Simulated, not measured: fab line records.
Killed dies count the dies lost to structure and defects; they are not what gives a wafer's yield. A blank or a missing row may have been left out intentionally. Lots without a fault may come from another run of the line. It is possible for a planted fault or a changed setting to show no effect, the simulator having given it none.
Matching of chambers + flow n5_finfet + 4 sister chambers for N5_BEOL_M9_ALD_74 on ald_metal-03
The step deposits TaN, target thk 2 nm, pulse time 2 s, purge time 3 s. 18 wafers are shown with their chamber, then 9 later ones without.

== WAFERS, EACH WITH ITS CHAMBER ==
| wafer  | chamber | heater_power_outer_w (W) | heater_power_w (W) | mfc_carrier_sccm (sccm) |
|--------|---------|--------------------------|--------------------|-------------------------|
| L076.1 | 2       | 188                      | 370                | 1506                    |
| L076.3 | 1       | 242                      | 424                | 1504                    |
| L076.4 | 0       | 239                      | 439                | 1496                    |
| L078.1 | 2       | 191                      | 366                | 1500                    |
| L078.4 | 0       | 245                      | 441                | 1505                    |
| L078.5 | 0       | 237                      | 434                | 1500                    |
| L081.1 | 2       | 190                      | 366                | 1500                    |
| L081.2 | 1       | 236                      | 432                | 1504                    |
| L081.5 | 1       | 233                      | 444                | 1495                    |
| L087.1 | 0       | 240                      | 435                | 1500                    |
| L087.2 | 1       | 236                      | 434                | 1499                    |
| L087.6 | 1       | 242                      | 440                | 1503                    |
| L089.2 | 2       | 182                      | 377                | 1491                    |
| L089.3 | 3       | 214                      | 417                | 1491                    |
| L089.5 | 2       | 186                      | 359                | 1499                    |
| L092.2 | 2       | 181                      | 359                | 1498                    |
| L092.3 | 0       | 236                      | 435                | 1499                    |
| L092.5 | 3       | 208                      | 409                | 1498                    |

SIGNATURES, as means of the wafers listed above
| reading              | chamber 0 | chamber 1 | chamber 2 | chamber 3 | scatter within a chamber |
|----------------------|-----------|-----------|-----------|-----------|--------------------------|
| heater_power_outer_w | 239.40    | 237.80    | 186.33    | 211.00    | 3.94                     |
| heater_power_w       | 436.80    | 434.80    | 366.17    | 413.00    | 6.21                     |
| mfc_carrier_sccm     | 1500.00   | 1501.00   | 1499.00   | 1494.50   | 4.18                     |
Rule: for each reading, subtract the chamber's mean from the wafer's reading, divide by that reading's scatter and square the result; add these up over the readings and take the root, which gives the wafer's distance from the chamber. The wafer belongs to the nearest chamber; if the next one is less than 2 further off, it can't be placed. The scatter is the square root of a quotient: the sum, over the shown wafers, of each reading's squared deviation from its chamber's mean, divided by wafers minus chambers.

== WAFERS WITHOUT THEIR CHAMBER ==
| wafer  | heater_power_outer_w (W) | heater_power_w (W) | mfc_carrier_sccm (sccm) |
|--------|--------------------------|--------------------|-------------------------|
| L091.2 | 188                      | 371                | 1504                    |
| L091.4 | 216                      | 416                | 1497                    |
| L091.6 | 185                      | 362                | 1499                    |
| L093.1 | 241                      | 437                | 1493                    |
| L093.4 | 240                      | 441                | 1503                    |
| L093.6 | 184                      | 374                | 1505                    |
| L096.3 | 184                      | 367                | 1508                    |
| L096.4 | 217                      | 408                | 1497                    |
| L096.5 | 242                      | 436                | 1498                    |

== WHICH CHAMBER EACH ONE RAN IN ==
| wafer  | from the rows above     | in truth |
|--------|-------------------------|----------|
| L091.2 | 2                       | 2        |
| L091.4 | 3                       | 3        |
| L091.6 | 2                       | 2        |
| L093.1 | can't be placed: 0 or 1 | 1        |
| L093.4 | can't be placed: 0 or 1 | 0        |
| L093.6 | 2                       | 2        |
| L096.3 | 2                       | 2        |
| L096.4 | 3                       | 3        |
| L096.5 | can't be placed: 0 or 1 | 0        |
Placed correctly: 6 of 9. From these rows, 3 cannot be placed; in 3 the true chamber is one of the candidates. Placed wrongly: 0.
